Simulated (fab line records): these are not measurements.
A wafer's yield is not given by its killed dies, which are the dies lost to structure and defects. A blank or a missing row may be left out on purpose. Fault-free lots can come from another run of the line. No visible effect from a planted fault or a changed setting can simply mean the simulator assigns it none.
Split-lot trial | flow n5 finfet | on a route of 1938 steps: 7 lots, 21 wafers read

== THE SPLIT ITSELF ==
At N5_BEOL_M0_CUTY_DESCUM_61 (chemistry O2, time 7.9 s), the setting time s was moved away from the recipe's 7.9 s on 7 of the 21 wafers read, by -20.5% to +22.0%. The other wafers ran this setting at the recipe's value.

There is no step in the file separating the split from the reading.

== THE READING ==
CAR-ArF-block_of_BEOL_M0_CUTY_COAT_51.thk nm (the simulator's own value, which no gauge read), in nm, at N5_BEOL_M0_CUTY_ETCH_62 (etches SiARC in CF4, time 58.5 s). The file does not state a usual value for it. The 14 wafers here that ran the recipe average 118.5 nm, standard deviation 0.34 nm.

wafer  | tool, chamber at the split | time s as run, s | against the recipe | CAR-ArF-block_of_BEOL_M0_CUTY_COAT_51.thk nm, nm | against lot-mates on the recipe
L075.1 | rie diel-06, 1             | 9.424            | +19.3%             | 118                                              | -0.6
L075.3 | rie diel-06, 0,1           | 7.9              | recipe             | 118.6                                            | -
L075.6 | rie diel-06, 0,1           | 7.9              | recipe             | 118.6                                            | -
L076.4 | rie diel-06, 3,1           | 6.284            | -20.5%             | 119                                              | +1.0
L076.5 | rie diel-06, 2             | 7.9              | recipe             | 118                                              | -
L076.6 | rie diel-06, 3,1           | 6.284            | -20.5%             | 118.8                                            | +0.8
L084.1 | rie diel-05, 3,2           | 7.9              | recipe             | 119.2                                            | -
L084.2 | rie diel-05, 0             | 9.387            | +18.8%             | 118.2                                            | -0.9
L084.3 | rie diel-05, 3,2           | 7.9              | recipe             | 119                                              | -
L087.1 | rie diel-05, 1,2           | 7.9              | recipe             | 118.2                                            | -
L087.2 | rie diel-05, 0             | 9.24             | +17.0%             | 117.4                                            | -1.1
L087.6 | rie diel-05, 1,2           | 7.9              | recipe             | 118.8                                            | -
L090.1 | rie diel-04, 0,1,2         | 7.9              | recipe             | 118.4                                            | -
L090.3 | rie diel-04, 0,1,2         | 7.9              | recipe             | 118.2                                            | -
L090.6 | rie diel-04, 0,1,2         | 7.9              | recipe             | 118.6                                            | -
L092.2 | rie diel-05, 3,0           | 9.637            | +22.0%             | 117.8                                            | -0.6
L092.6 | rie diel-05, 3,0           | 9.637            | +22.0%             | 117.8                                            | -0.6
L092.3 | rie diel-05, 1             | 7.9              | recipe             | 118.4                                            | -
L097.1 | rie diel-04, 1,3,2         | 7.9              | recipe             | 118.8                                            | -
L097.5 | rie diel-04, 1,3,2         | 7.9              | recipe             | 118                                              | -
L097.6 | rie diel-04, 1,3,2         | 7.9              | recipe             | 118.4                                            | -
The file does not say which wafer passed through which chamber wherever a row lists several chambers: such a row stands for several wafers.

THE FIT
A straight line over all 21 wafers: CAR-ArF-block_of_BEOL_M0_CUTY_COAT_51.thk nm changes by -0.0281 nm for each +1% of time s; r = -0.70; the points scatter about the line by 0.34 nm.
The same after taking each lot's own level away (the mean of its wafers on the recipe; 21 wafers): -0.0395 nm for each +1%; r = -0.90; scatter 0.23 nm.
According to that fit, moving time s by its largest amount changes the reading by 0.87 nm.
The lots' own levels span 118.00 to 119.10 nm, that is 3.2 times the standard deviation above.
So the lot-to-lot level blurs the effect unless lot-mates are compared.
Check: for one of the wafers moved furthest among these (+22.0%), held out of the fit, the line's prediction against its lot-mates is -0.912 nm. It came out at -0.6 nm against them.

== OTHER SPLITS APPLIED TO THESE WAFERS ==
Before the reading, these wafers also passed through other splits. Each is held against what the fit with the lots' levels taken away leaves over:
other split on the same wafers             | wafers away from the commonest value | r with CAR-ArF-block_of_BEOL_M0_CUTY_COAT_51.thk nm (lot level and that fit taken away)
N5_HKMG_FIN_ETCH_55 bias w                 | 8                                    | +0.38
N5_MOL_CONTACT_COAG_EXPOSE_05 dose mj      | 7                                    | +0.25
N5_MOL_CONTACT_COAG_ETCH_47 over etch frac | 9                                    | -0.01
N5_BEOL_M0_SAQP_SPACER1_ALD_98 temp c      | 10                                   | +0.28
N5_BEOL_M0_SAQP_ETCH_107 bias w            | 8                                    | +0.04

== THE FILE'S OWN FIT ==
CAR-ArF-block_of_BEOL_M0_CUTY_COAT_51.thk nm changes by -0.0411 nm for each +1% of time s, r = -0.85.
